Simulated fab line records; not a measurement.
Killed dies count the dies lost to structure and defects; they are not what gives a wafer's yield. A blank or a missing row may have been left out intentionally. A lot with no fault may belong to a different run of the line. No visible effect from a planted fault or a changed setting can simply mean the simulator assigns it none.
Which tool is to blame? -- flow nand-harc -- 13 lots, 39 wafers sampled, at 4 steps of a route of 1302

WHAT EACH GAUGE READ, for each wafer
The record holds no reading of a measuring or inspecting step that can be judged against a usual standard deviation.

TOOL THAT RAN EACH LOT (tool first, then ch and the chambers of the sampled wafers, then the start)
lot,NHARC_A_CONTACT_DESCUM_74,NHARC_A_CONTACT_ETCH_75,NHARC_A_CONTACT_ETCH_78,NHARC_A_CONTACT_ETCH_132
L478,"rie-diel-04 ch 0,2, day 22 14:52","rie-diel-04 ch 1,2, day 22 14:56","rie-diel-04 ch 0,2, day 22 18:20 or earlier","har-cap-etch-01 ch 0,1, day 22 18:20"
L480,"rie-diel-02 ch 1,2,3, day 23 03:31","rie-diel-02 ch 2,3, day 23 03:38","rie-diel-02 ch 1,3, day 23 07:02 or earlier","har-cap-etch-02 ch 0, day 23 07:02"
L482,"rie-diel-03 ch 0,2,3, day 23 03:57","rie-diel-03 ch 0,2,3, day 23 04:03","rie-diel-03 ch 0,2,3, day 23 07:54 or earlier","har-cap-etch-03 ch 0,1, day 23 07:54"
L481,"rie-diel-02 ch 1,2, day 23 10:41","rie-diel-02 ch 0,1, day 23 10:46","rie-diel-02 ch 2,3, day 23 13:41 or earlier","har-cap-etch-01 ch 0,1, day 23 13:41"
L479,"rie-diel-03 ch 1,2,3, day 23 11:14","rie-diel-03 ch 1,2,3, day 23 11:19","rie-diel-03 ch 0,3, day 23 14:11 or earlier","har-cap-etch-02 ch 0,1, day 23 14:11"
L484,"rie-diel-04 ch 1,2,3, day 24 20:34","rie-diel-04 ch 0,1,2, day 24 20:39","rie-diel-04 ch 2,3, day 24 23:46 or earlier","har-cap-etch-02 ch 0,1, day 24 23:46"
L488,"rie-diel-04 ch 1,3, day 26 10:10","rie-diel-04 ch 1,2,3, day 26 10:15","rie-diel-04 ch 0,1, day 26 14:25 or earlier","har-cap-etch-01 ch 0,1, day 26 14:25"
L487,"rie-diel-02 ch 1,2,3, day 26 20:11","rie-diel-02 ch 0,2, day 26 20:17","rie-diel-02 ch 0,2,3, day 26 23:14 or earlier","har-cap-etch-03 ch 0,1, day 26 23:14"
L486,"rie-diel-02 ch 0,1,2, day 27 08:00","rie-diel-02 ch 0,1,3, day 27 08:05","rie-diel-02 ch 0,2,3, day 27 11:01 or earlier","har-cap-etch-01 ch 0,1, day 27 11:01"
L493,"rie-diel-02 ch 0,1, day 28 15:20","rie-diel-02 ch 1,2, day 28 15:25","rie-diel-02 ch 1,2,3, day 28 18:24 or earlier","har-cap-etch-03 ch 0,1, day 28 18:24"
L494,"rie-diel-03 ch 0,1,2, day 29 05:02","rie-diel-03 ch 0,2,3, day 29 05:14","rie-diel-03 ch 0,1, day 29 08:06 or earlier","har-cap-etch-02 ch 0,1, day 29 08:06"
L499,"rie-diel-03 ch 1,2, day 30 19:47","rie-diel-03 ch 0,1,2, day 30 19:55","rie-diel-03 ch 0,1,3, day 30 22:49 or earlier","har-cap-etch-01 ch 0,1, day 30 22:49"
L500,"rie-diel-04 ch 0,2, day 32 01:34","rie-diel-04 ch 1,3, day 32 01:38","rie-diel-04 ch 0,1,3, day 32 04:32 or earlier","har-cap-etch-02 ch 0,1, day 32 04:32"
- NHARC_A_CONTACT_DESCUM_74: chemistry O2, time 3 s.
- NHARC_A_CONTACT_ETCH_75: etches the open film in CF4, target depth 39 nm, time 65 s.
- NHARC_A_CONTACT_ETCH_78: etches the open film in O2/COS, target depth 5300 nm, time 1378 s.
- NHARC_A_CONTACT_ETCH_132: etches the open film in C4F8/O2/Ar, time 197 s, target depth 1924 nm.

AS READ BY THE TOOLS THEMSELVES (means over the sampled wafers that have a number; for cases with no such wafer, the mark the record gives instead)
NHARC_A_CONTACT_DESCUM_74.
lot,tool,drypump-motor-current-A (A),oes-product-au (a.u.),rf-vpp-V (V),showerhead-plenum-p-Torr (Torr),throttle-valve-pct (%)
L478,rie-diel-04,6.1,1.000,58.2,1.91,11.307
L480,rie-diel-02,6.0,0.999,57.3,1.84,11.317
L482,rie-diel-03,6.2,0.979,58.4,1.87,11.314
L481,rie-diel-02,6.0,1.006,57.2,1.80,11.309
L479,rie-diel-03,6.2,0.992,57.1,1.88,11.306
L484,rie-diel-04,5.8,1.004,57.9,1.93,11.314
L488,rie-diel-04,5.5,1.021,57.5,1.91,11.311
L487,rie-diel-02,6.0,1.009,57.2,1.83,11.324
L486,rie-diel-02,5.9,1.007,58.0,1.84,11.311
L493,rie-diel-02,5.8,1.001,57.4,1.86,11.320
L494,rie-diel-03,6.0,1.007,58.5,1.98,11.310
L499,rie-diel-03,6.3,1.014,57.8,2.03,11.312
L500,rie-diel-04,5.8,1.006,56.6,1.85,11.310

NHARC_A_CONTACT_ETCH_75.
lot,tool,drypump-motor-current-A (A),oes-product-au (a.u.),rf-vpp-V (V),run-length-s (s),showerhead-plenum-p-Torr (Torr),throttle-valve-pct (%)
L478,rie-diel-04,5.8,0.999,150.9,86.1,1.75,13.279
L480,rie-diel-02,6.1,1.009,151.2,86.4,1.72,13.288
L482,rie-diel-03,6.2,0.995,151.1,86.5,1.73,13.285
L481,rie-diel-02,5.8,0.996,151.0,86.6,1.73,13.284
L479,rie-diel-03,6.2,0.991,151.1,86.5,1.74,13.282
L484,rie-diel-04,5.8,0.996,151.5,86.5,1.73,13.280
L488,rie-diel-04,5.8,0.996,150.8,86.3,1.77,13.284
L487,rie-diel-02,5.8,1.010,150.1,85.8,1.74,13.295
L486,rie-diel-02,5.9,1.011,151.6,86.6,1.74,13.282
L493,rie-diel-02,6.0,1.012,149.7,86.2,1.68,13.282
L494,rie-diel-03,6.2,1.003,151.8,86.5,1.81,13.273
L499,rie-diel-03,5.9,1.007,151.0,80.9,1.82,13.289
L500,rie-diel-04,5.6,0.996,151.1,86.3,1.74,13.276

NHARC_A_CONTACT_ETCH_78.
lot,tool,cos-flow-sccm (sccm),drypump-motor-current-A (A),oes-product-au (a.u.),rf-vpp-V (V),run-length-s (s),showerhead-plenum-p-Torr (Torr),throttle-valve-pct (%)
L478,rie-diel-04,19.95,5.8,1.002,312.1,1399.2,3.03,28.317
L480,rie-diel-02,19.94,6.0,0.996,312.8,1399.7,3.02,28.344
L482,rie-diel-03,20.02,6.2,0.995,312.9,1399.5,3.05,28.335
L481,rie-diel-02,19.97,6.1,1.008,312.4,1399.6,3.03,28.325
L479,rie-diel-03,20.02,5.9,1.000,314.2,1399.3,3.13,28.322
L484,rie-diel-04,20.01,5.8,1.013,315.4,1399.6,3.18,28.329
L488,rie-diel-04,20.01,5.7,0.996,312.1,1399.2,3.01,28.329
L487,rie-diel-02,19.91,5.9,1.011,313.3,1399.0,3.04,28.338
L486,rie-diel-02,20.05,5.9,1.000,312.8,1399.2,3.04,28.329
L493,rie-diel-02,20.02,6.0,1.004,312.6,1399.4,2.98,28.329
L494,rie-diel-03,19.96,5.7,1.008,314.6,1399.5,3.14,28.328
L499,rie-diel-03,19.99,5.9,0.998,314.0,1398.9,3.12,28.328
L500,rie-diel-04,19.93,5.6,1.006,313.7,1399.1,3.04,28.330

THE ANSWER, worked out from the rows above alone
Rule: usual is defined by the lots themselves. Put in order of their means at a reading, lots are off if they are a third of the lots or fewer, leave a main group of 4 or more, and stand apart from it by a gap of 3 or more times the standard deviation of the main group's means; of several such gaps the widest counts. If all means in a main group match to the digits the tables above print for the reading, that group is not used. Also off: a lot with no number at a reading for which 4 or more lots have one. All remaining lots with rows at the step are treated as sound. The gauges are gone through in route order, then the tools' own readings, and for those a lot's mean is taken as printed above. The first step at which some lot is off is used, and at that step the reading that is off furthest; a lot without a number counts as furthest.
Off at NHARC_A_CONTACT_ETCH_75 (run-length-s): L499. The main group has a mean of 86.4 s with a standard deviation of 0.23.
If a tool, at that step or one of the process steps before it, ran each lot that is off and ran no sound lot following the first of them, it fits. One fits: NHARC_A_CONTACT_DESCUM_74 and NHARC_A_CONTACT_ETCH_75 on rie-diel-03. At NHARC_A_CONTACT_DESCUM_74 its last sound lot is L494 (day 29 05:02), its first lot that is off L499 (day 30 19:47): a fault that began between those two fits.

WHAT THE SIMULATOR HAD INSERTED
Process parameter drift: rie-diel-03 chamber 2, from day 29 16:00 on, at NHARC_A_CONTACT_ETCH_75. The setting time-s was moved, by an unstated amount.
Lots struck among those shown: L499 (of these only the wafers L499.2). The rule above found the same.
